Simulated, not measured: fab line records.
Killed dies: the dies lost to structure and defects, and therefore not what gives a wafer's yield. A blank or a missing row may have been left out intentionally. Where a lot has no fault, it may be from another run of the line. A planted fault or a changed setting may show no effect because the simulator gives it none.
Matching of chambers / flow nand harc / NHARC_A_CHANNEL_FILL_D1_CMP_10 on cmp-04: 4 sister chambers
The step polishes, target thk 150 nm. 16 wafers are shown with their chamber, then 8 later ones without.

## EACH WAFER AND ITS CHAMBER
wafer=L077.3; chamber=3; motor current A (A)=10.1; time to endpoint s (s)=17.7
wafer=L077.4; chamber=1; motor current A (A)=13.7; time to endpoint s (s)=17.5
wafer=L077.6; chamber=1; motor current A (A)=13.5; time to endpoint s (s)=19.1
wafer=L077.1; chamber=0; motor current A (A)=11.6; time to endpoint s (s)=17.6
wafer=L077.2; chamber=2; motor current A (A)=11.4; time to endpoint s (s)=17.5
wafer=L077.5; chamber=2; motor current A (A)=11.9; time to endpoint s (s)=17.2
wafer=L078.3; chamber=1; motor current A (A)=14.2; time to endpoint s (s)=14.6
wafer=L078.4; chamber=3; motor current A (A)=10.1; time to endpoint s (s)=14.8
wafer=L078.5; chamber=2; motor current A (A)=12.1; time to endpoint s (s)=17.3
wafer=L082.2; chamber=3; motor current A (A)=10.5; time to endpoint s (s)=12.3
wafer=L082.3; chamber=0; motor current A (A)=11.9; time to endpoint s (s)=14.8
wafer=L082.6; chamber=0; motor current A (A)=11.7; time to endpoint s (s)=12.5
wafer=L087.1; chamber=1; motor current A (A)=13.6; time to endpoint s (s)=12.9
wafer=L087.4; chamber=2; motor current A (A)=11.0; time to endpoint s (s)=15.1
wafer=L087.5; chamber=3; motor current A (A)=9.6; time to endpoint s (s)=17.4
wafer=L088.1; chamber=1; motor current A (A)=13.2; time to endpoint s (s)=12.4

SIGNATURES (averages over the wafers above)
reading=motor current A; chamber 0=11.733; chamber 1=13.640; chamber 2=11.600; chamber 3=10.075; scatter within a chamber=0.379
reading=time to endpoint s; chamber 0=14.967; chamber 1=15.300; chamber 2=16.775; chamber 3=15.550; scatter within a chamber=2.41
Rule: for a wafer and a chamber, the distance is found by dividing, reading by reading, the gap between the wafer's reading and the chamber's mean by the reading's scatter, squaring, summing and taking the root. The wafer belongs to the nearest chamber; if the next one is less than 2 further off, it can't be placed. The scatter is the square root of a quotient: the sum, over the shown wafers, of each reading's squared deviation from its chamber's mean, divided by wafers minus chambers.

## WAFERS WITH NO CHAMBER GIVEN
wafer=L088.2; motor current A (A)=10.5; time to endpoint s (s)=14.4
wafer=L088.6; motor current A (A)=10.6; time to endpoint s (s)=14.7
wafer=L088.3; motor current A (A)=12.7; time to endpoint s (s)=12.7
wafer=L088.4; motor current A (A)=11.2; time to endpoint s (s)=17.1
wafer=L088.5; motor current A (A)=13.1; time to endpoint s (s)=14.3
wafer=L092.2; motor current A (A)=14.2; time to endpoint s (s)=12.6
wafer=L092.3; motor current A (A)=10.1; time to endpoint s (s)=15.1
wafer=L092.6; motor current A (A)=9.9; time to endpoint s (s)=16.4

## THE CHAMBER EACH PASSED THROUGH
wafer=L088.2; from the rows above=can't be placed: 3 or 2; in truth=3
wafer=L088.6; from the rows above=can't be placed: 3 or 2 or 0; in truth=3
wafer=L088.3; from the rows above=can't be placed: 1 or 0 or 2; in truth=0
wafer=L088.4; from the rows above=can't be placed: 2 or 0 or 3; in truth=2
wafer=L088.5; from the rows above=1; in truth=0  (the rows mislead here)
wafer=L092.2; from the rows above=1; in truth=1
wafer=L092.3; from the rows above=3; in truth=3
wafer=L092.6; from the rows above=3; in truth=3
Correct placement for 3 of the 8. These rows do not allow placing 4 (true chamber among the candidates in 4). Number placed wrongly: 1.
